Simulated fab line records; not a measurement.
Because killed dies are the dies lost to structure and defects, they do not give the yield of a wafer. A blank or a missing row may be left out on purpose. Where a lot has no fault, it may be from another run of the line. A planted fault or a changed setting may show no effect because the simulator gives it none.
fab line records | flow n5_finfet
record lots=7 | wafers=39
route steps=1938 shown FIN_SAQP@96 STI_FIN_REVEAL@200 HKMG_FIN@449 GATE_CUT@467 BEOL_M0@738 BEOL_M1@835 BEOL_M3@977 BEOL_M4@1111
start_h: start of the lot's first displayed wafer, in hours after the record's first day | wait_h: time in hours since the lot's previous step | " same as the row above | L1.1+2: one row covering several wafers at once | - no value, or no start given | * or withheld: withheld | < > ~ a bound
route shown NAME@n: NAME is a module with steps in the file, n the number in the route of the first one | usual: mean/standard deviation taken from wafers without a fault | same: alike in all rows | chamber/n: place in a boat | sites: the reading at each site | _std_site: how widely they spread, as a standard deviation | _edge_site: the outer-site mean with the inner-site mean subtracted | radius_mm: how far each site lies from the wafer's centre | mask NAME#n: copy n | behind: the last tool/chamber to shape the wafer | hold: reason for holding the lot/hours on hold/outcome of the hold | device: the n, p or np transistor that did not switch | end of line: at the end of the route, the tests of the same wafers | a step without rows: its recipe alone | killed: the dies lost at the first sort to structure and to defects; this is not the yield of the wafer | map: a wafer's dies, marking killed ones x, the rest . and places with no die _
set.NAME: the run value of the setting; set.NAME@STEP: its run value at that earlier step | model.NAME: the simulator's own value behind a step, which no gauge read
lots where settings were altered on purpose, with a table for each step and a row for each wafer
## steps
# step N5_FIN_SAQP_HM_DEP_03
# recipe material=SiNx | target_thk_a=380 | temp_c=400 | precursor=SiH4/NH3/N2 | pressure_torr=1.5 | rf_w=300 | time_s=33.6
# step N5_STI_FIN_REVEAL_OXIDATION_31
# recipe chemistry=O2_PLASMA_REMOTE | temp_c=150 | time_s=20 | pressure_mtorr=1000 | source_power_w=2000 | o2_flow_sccm=3000
# step N5_HKMG_FIN_ALD_71
# recipe material=TiN | target_thk_a=10 | temp_c=400 | ald_precursor_family=TiCl4 | ald_co_reactant=NH3 | pulse_time_s=1 | purge_time_s=3 | co_reactant_purge_time_s=2 | co_reactant_pulse_time_s=2 | ald_cycles=47 | pressure_torr=3
# step N5_GATE_CUT_ETCHBACK_30
# recipe chemistry=Cl2/Ar | target=TiN | target_depth_a=30 | mode=isotropic | pressure_mtorr=10 | icp_w=600 | bias_w=60 | Cl2_flow_sccm=40 | Ar_flow_sccm=60
# step N5_BEOL_M0_SPUTTER_134
# recipe material=Cu | target_thk_a=40 | temp_c=-20 | chamber_pressure_pa=0.07 | power_w=withheld | time_s=7.37
# step N5_BEOL_M1_PRE_CLEAN_60
# recipe gas=NH3/H2 | time_s=15 | temp_c=* | rf_power_w=300
# step N5_BEOL_M3_VIA_ETCH_34
# recipe chemistry=C4F6/O2 | target_depth_a=694 | mask_material=SOC | pressure_mtorr=15 | ion_energy_ev=250 | taper_deg=4 | time_s=65.9 | source_w=350 | bias_w=170 | Ar_flow_sccm=300 | C4F6_flow_sccm=10 | O2_flow_sccm=10
# step N5_BEOL_M4_RC_MEAS_101
# usual IOFF_N_LIN=0.072/0.0099 | IOFF_N_LONG=5.53e-05/2.5e-06 | VT_N=250/3 | VT_N_LVT=97/3.3
lot.wafer | tool      | chamber | start_h | wait_h | set.time_s@FIN_SAQP_HM_DEP_03 | set.time_s@STI_FIN_REVEAL_OXIDATION_31 | set.ald_cycles@HKMG_FIN_ALD_71 | set.target_depth_a@GATE_CUT_ETCHBACK_30 | set.time_s@BEOL_M0_SPUTTER_134 | set.time_s@BEOL_M1_PRE_CLEAN_60 | set.target_depth_a@BEOL_M3_VIA_ETCH_34 | IOFF_N_LIN[nA/um] | IOFF_N_LONG[nA/um] | VT_N[mV] | VT_N_LVT[mV]
L075.1    | prober-01 | 0       | 185.28  | 0.0    | 14.88                         | 20                                     | 33                             | 47.34                                   | 7.37                           | 15                              | 694                                    | 0.105             | 5.22e-05           | 243      | 90
L075.2    | "         | 0       | "       | "      | 14.88                         | 8.788                                  | 47                             | 47.34                                   | 7.37                           | 11.4                            | 694                                    | 0.113             | 6.28e-05           | 243      | 88
L075.3    | "         | 0       | "       | "      | 14.88                         | 20                                     | 47                             | 30                                      | 3.051                          | 15                              | 694                                    | 0.107             | 5.63e-05           | 242      | 89
L075.4    | "         | 0       | "       | "      | 33.6                          | 8.788                                  | 33                             | 30                                      | 3.051                          | 15                              | 694                                    | 0.090             | 5.51e-05           | 246      | 93
L075.5    | "         | 0       | "       | "      | 33.6                          | 20                                     | 33                             | 30                                      | 7.37                           | 11.4                            | 694                                    | 0.078             | 5.12e-05           | 251      | 97
L075.6    | "         | 0       | "       | "      | 33.6                          | 8.788                                  | 47                             | 47.34                                   | 3.051                          | 11.4                            | 694                                    | 0.103             | 6.17e-05           | 245      | 92
L078.1    | prober-02 | 0       | 198.90  | 0.0    | 27.27                         | 20                                     | 37                             | 30                                      | 7.37                           | 18.99                           | 694                                    | 0.072             | 5.3e-05            | 250      | 97
L078.2    | "         | 0       | "       | "      | 33.6                          | 15.15                                  | 47                             | 38.84                                   | 7.37                           | 18.99                           | 694                                    | 0.087             | 5.77e-05           | 246      | 92
L078.3    | "         | 0       | "       | "      | 33.6                          | 15.15                                  | 37                             | 30                                      | 7.37                           | 15                              | 476.9                                  | 0.074             | 5.3e-05            | 252      | 96
L078.4    | "         | 0       | "       | "      | 27.27                         | 20                                     | 47                             | 30                                      | 7.37                           | 18.99                           | 476.9                                  | 0.092             | 5.75e-05           | 246      | 91
L078.5    | "         | 0       | "       | "      | 27.27                         | 15.15                                  | 37                             | 38.84                                   | 7.37                           | 15                              | 476.9                                  | 0.076             | 5.43e-05           | 250      | 98
L078.6    | "         | 0       | "       | "      | 33.6                          | 20                                     | 47                             | 38.84                                   | 7.37                           | 15                              | 694                                    | 0.083             | 5.66e-05           | 245      | 93
L080.1    | prober-01 | 0       | 216.55  | 0.0    | 33.6                          | 20                                     | 33                             | 44.23                                   | 7.37                           | 15                              | 694                                    | 0.061             | 5.3e-05            | 253      | 100
L080.2    | "         | 0       | "       | "      | 33.6                          | 20                                     | 33                             | 30                                      | 7.37                           | 15                              | 495.2                                  | 0.072             | 5.33e-05           | 250      | 97
L080.3    | "         | 0       | "       | "      | 33.6                          | 20                                     | 47                             | 44.23                                   | 7.37                           | 15                              | 694                                    | 0.068             | 5.7e-05            | 249      | 97
L080.4    | "         | 0       | "       | "      | 14.09                         | 20                                     | 33                             | 30                                      | 7.37                           | 15                              | 495.2                                  | 0.103             | 5.35e-05           | 244      | 92
L080.5    | "         | 0       | "       | "      | 14.09                         | 20                                     | 47                             | 30                                      | 7.37                           | 15                              | 694                                    | 0.108             | 5.85e-05           | 241      | 89
L080.6    | "         | 0       | "       | "      | 14.09                         | 20                                     | 47                             | 44.23                                   | 7.37                           | 15                              | 495.2                                  | 0.082             | 5.87e-05           | 245      | 94
L084.2    | prober-01 | 0       | 232.45  | 0.2    | 33.6                          | 20                                     | 47                             | 30                                      | 7.37                           | 15                              | 694                                    | 0.064             | 5.21e-05           | 251      | 96
L084.4    | "         | 0       | "       | "      | 33.6                          | 20                                     | 47                             | 30                                      | 7.37                           | 15                              | 694                                    | 0.070             | 5.24e-05           | 251      | 96
L084.6    | "         | 0       | "       | "      | 33.6                          | 20                                     | 47                             | 30                                      | 7.37                           | 15                              | 694                                    | 0.060             | 5.39e-05           | 252      | 97
L088.1    | prober-02 | 0       | 267.64  | 0.0    | 33.6                          | 20                                     | 47                             | 30                                      | 7.37                           | 15                              | 694                                    | 0.072             | 5.69e-05           | 249      | 96
L088.2    | "         | 0       | "       | "      | 46.92                         | 20                                     | 47                             | 40.38                                   | 11.08                          | 11.24                           | 694                                    | 0.063             | 5.7e-05            | 254      | 100
L088.3    | "         | 0       | "       | "      | 33.6                          | 31.99                                  | 47                             | 30                                      | 11.08                          | 15                              | 903                                    | 0.071             | 5.23e-05           | 250      | 97
L088.4    | "         | 0       | "       | "      | 46.92                         | 31.99                                  | 47                             | 40.38                                   | 7.37                           | 15                              | 694                                    | 0.050             | 5.43e-05           | 256      | 103
L088.5    | "         | 0       | "       | "      | 33.6                          | 20                                     | 47                             | 40.38                                   | 7.37                           | 11.24                           | 903                                    | 0.073             | 5.55e-05           | 250      | 97
L088.6    | "         | 0       | "       | "      | 46.92                         | 31.99                                  | 47                             | 30                                      | 11.08                          | 11.24                           | 903                                    | 0.056             | 5.39e-05           | 254      | 102
L096.1    | prober-01 | 0       | 311.54  | 0.0    | 33.6                          | 20                                     | 47                             | 30                                      | 6.098                          | 18.33                           | 694                                    | 0.065             | 5.43e-05           | 251      | 97
L096.2    | "         | 0       | "       | "      | 33.6                          | 20                                     | 47                             | 30                                      | 7.37                           | 15                              | 694                                    | 0.076             | 5.45e-05           | 248      | 94
L096.3    | "         | 0       | "       | "      | 33.6                          | 20                                     | 47                             | 34.81                                   | 6.098                          | 15                              | 694                                    | 0.075             | 5.56e-05           | 248      | 94
L096.4    | "         | 0       | "       | "      | 33.6                          | 20                                     | 47                             | 30                                      | 7.37                           | 18.33                           | 694                                    | 0.079             | 5.38e-05           | 246      | 94
L096.5    | "         | 0       | "       | "      | 33.6                          | 20                                     | 47                             | 34.81                                   | 7.37                           | 18.33                           | 694                                    | 0.075             | 5.56e-05           | 246      | 94
L096.6    | "         | 0       | "       | "      | 33.6                          | 20                                     | 47                             | 34.81                                   | 6.098                          | 15                              | 694                                    | 0.080             | 5.43e-05           | 249      | 93
L097.1    | prober-02 | 0       | 320.07  | 0.0    | 18.63                         | 20                                     | 33                             | 30                                      | 7.37                           | 8.436                           | 694                                    | 0.082             | 4.98e-05           | 247      | 95
L097.2    | "         | 0       | "       | "      | 33.6                          | 9.442                                  | 47                             | 30                                      | 7.37                           | 8.436                           | 694                                    | 0.108             | 5.86e-05           | 241      | 87
L097.3    | "         | 0       | "       | "      | 18.63                         | 9.442                                  | 47                             | 12.14                                   | 7.37                           | 15                              | 694                                    | 0.117             | 5.84e-05           | 240      | 86
L097.4    | "         | 0       | "       | "      | 33.6                          | 20                                     | 47                             | 12.14                                   | 7.37                           | 15                              | 694                                    | 0.076             | 5.34e-05           | 249      | 95
L097.5    | "         | 0       | "       | "      | 18.63                         | 20                                     | 33                             | 30                                      | 7.37                           | 15                              | 694                                    | 0.079             | 4.87e-05           | 250      | 94
L097.6    | "         | 0       | "       | "      | 33.6                          | 9.442                                  | 33                             | 12.14                                   | 7.37                           | 8.436                           | 694                                    | 0.101             | 5.32e-05           | 244      | 91
## key
split step=N5_FIN_SAQP_HM_DEP_03 | setting=time_s | stated_as=33.6
response step=N5_BEOL_M4_RC_MEAS_101 | reading=VT_N_LVT | slope=+0.0846 | per=1% | together_with=all | explained=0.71
response step=N5_BEOL_M4_RC_MEAS_101 | reading=IOFF_N_LIN | slope=-0.000347 | per=1% | together_with=all | explained=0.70
response step=N5_BEOL_M4_RC_MEAS_101 | reading=VT_N | slope=+0.0915 | per=1% | together_with=all | explained=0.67
split step=N5_STI_FIN_REVEAL_OXIDATION_31 | setting=time_s | stated_as=20
response step=N5_BEOL_M4_RC_MEAS_101 | reading=IOFF_N_LONG | slope=-6.62e-08 | per=1% | together_with=all | explained=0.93
split step=N5_HKMG_FIN_ALD_71 | setting=ald_cycles | stated_as=47
response step=N5_BEOL_M4_RC_MEAS_101 | reading=IOFF_N_LONG | slope=+1.87e-07 | per=1% | together_with=all | explained=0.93
split step=N5_GATE_CUT_ETCHBACK_30 | setting=target_depth_a | stated_as=30
response none clear
split step=N5_BEOL_M0_SPUTTER_134 | setting=time_s | stated_as=7.37
response none clear
split step=N5_BEOL_M1_PRE_CLEAN_60 | setting=time_s | stated_as=15
response none clear
split step=N5_BEOL_M3_VIA_ETCH_34 | setting=target_depth_a | stated_as=694
response none clear
